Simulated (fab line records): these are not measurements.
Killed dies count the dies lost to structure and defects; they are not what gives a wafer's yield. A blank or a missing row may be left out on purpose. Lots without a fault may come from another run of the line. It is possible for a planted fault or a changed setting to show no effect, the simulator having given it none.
One fault seen from 2 desks    flow nand-harc    every desk sees just its own numbers, and what lay behind them comes last

THE DEFECT DESK
Inspection counts along the route, by lot: the mean over sampled wafers that carry a number. Any lot whose mean is over 4 standard deviations away from the usual mean is out of limits and marked OUT; that distance is given in the brackets.
Columns: A = raw-defect-count at NHARC_A_SIN_REMOVE_INSPECT_04, usual 300
lot   first seen here  A
L353  day 14 22:47     235
L355  day 14 22:48     278
L354  day 14 22:49     244
L361  day 16 23:43     886 (+7.1) OUT
L363  day 17 02:29     735 (+5.2) OUT
L367  day 17 19:15     286
L369  day 18 19:25     318
L372  day 19 09:02     274
L371  day 19 09:03     370
L373  day 19 19:38     291
L375  day 20 22:27     517
L374  day 20 22:28     224
This desk's verdict: out of limits on L361, L363, starting with L361 at day 16 23:43 (raw-defect-count at NHARC_A_SIN_REMOVE_INSPECT_04). In limits: L353, L355, L354, L367, L369, L372, L371, L373, L375, L374.

FOR THE TOOL OWNER'S DESK: rie-diel-13
The tool's own readings at NHARC_A_SLIT_ETCH_15 (etches the open film in O2/COS, target depth 3200 nm, time 832 s): means of the sampled wafers that have a number, for each lot that ran on this tool. Any lot whose mean is over 4 standard deviations away from the usual mean is out of limits and marked OUT; that distance is given in the brackets.
Columns: A = drypump-motor-current-A at NHARC_A_SLIT_ETCH_15, usual 5.4 A; B = oes-product-au at NHARC_A_SLIT_ETCH_15, usual 0.999 a.u.; C = rf-vpp-V at NHARC_A_SLIT_ETCH_15, usual 314.0 V; D = showerhead-plenum-p-Torr at NHARC_A_SLIT_ETCH_15, usual 3.12 Torr; E = throttle-valve-pct at NHARC_A_SLIT_ETCH_15, usual 28.330 %
lot   first seen here  A    B      C      D     E
L353  day 14 09:36     5.2  1.001  315.2  3.22  28.335
L355  day 14 10:20     5.5  0.995  313.5  3.15  28.335
L361  day 16 12:44     5.8  1.012  314.1  3.14  28.326
L363  day 16 14:47     5.4  0.998  314.6  3.14  28.326
L374  day 20 11:34     5.3  1.011  313.2  3.02  28.315
L375  day 20 13:36     5.6  0.998  313.7  3.08  28.342
This desk's verdict: no lot among the 6 shows anything out of limits.

TAKEN TOGETHER
The defect desk could have raised an alarm at day 16 23:43, on L361, L363.
The tool owner's desk saw nothing out of limits.
The tool owner's desk has L361, L363 on record, within its limits.
Of the lots named, all ran NHARC_A_SLIT_ETCH_15 on rie-diel-13.

WHAT HAD BEEN PUT IN BY THE SIMULATOR
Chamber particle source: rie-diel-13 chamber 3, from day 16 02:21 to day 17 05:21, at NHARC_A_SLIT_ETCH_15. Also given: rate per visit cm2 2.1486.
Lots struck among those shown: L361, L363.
Hours from the fault's start to each desk's first reading out of limits: the defect desk, 21.
